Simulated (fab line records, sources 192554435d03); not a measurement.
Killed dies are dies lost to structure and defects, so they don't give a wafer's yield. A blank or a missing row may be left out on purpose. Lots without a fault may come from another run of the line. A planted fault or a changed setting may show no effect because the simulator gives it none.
Chamber matching | flow n5_finfet | N5_BEOL_M6_ILD_DEP_00 on pecvd-01: 3 sister chambers
The step deposits SiCOH lowk from DEMS/porogen, target thk 179.75 nm, time 33.4 s. 6 wafers are shown with their chamber, then 8 later ones without.

WAFERS WITH THEIR CHAMBER
wafer  | chamber | heater_power_w (W) | heater_power_outer_w (W)
L627.2 | 1       | 374                | 177
L627.5 | 1       | 376                | 179
L629.6 | 2       | 295                | 131
L631.4 | 0       | 305                | 140
L631.6 | 2       | 265                | 121
L632.3 | 0       | 355                | 171

WAFERS WITHOUT THEIR CHAMBER
wafer  | heater_power_w (W) | heater_power_outer_w (W)
L632.4 | 278                | 128
L632.5 | 290                | 128
L634.1 | 335                | 163
L634.2 | 353                | 153
L634.5 | 351                | 174
L647.2 | 251                | 102
L647.3 | 316                | 131
L647.4 | 330                | 138

WHICH CHAMBER EACH WENT THROUGH
wafer  | from the rows above     | in truth
L632.4 | 2                       | 2
L632.5 | 2                       | 2
L634.1 | can't be placed: 0 or 1 | 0
L634.2 | can't be placed: 0 or 1 | 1
L634.5 | can't be placed: 1 or 0 | 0
L647.2 | 2                       | 2
L647.3 | can't be placed: 2 or 0 | 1
L647.4 | can't be placed: 0 or 2 | 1
Placed correctly: 3 of 8. Can't be placed from these rows: 5 (the true chamber is among the candidates in 3). Placed wrongly: 0.
How it was worked out, from the rows above alone: a wafer's distance from a chamber is the root of the sum, over the readings, of the square of ((its reading less the chamber's mean) divided by the reading's scatter). The wafer belongs to the nearest chamber; if the next one is less than 2 further off, it can't be placed. A chamber's mean is the mean of its shown wafers. The scatter: the root of (the sum of the squares of (reading less its chamber's mean) over the shown wafers, divided by (wafers less chambers)).
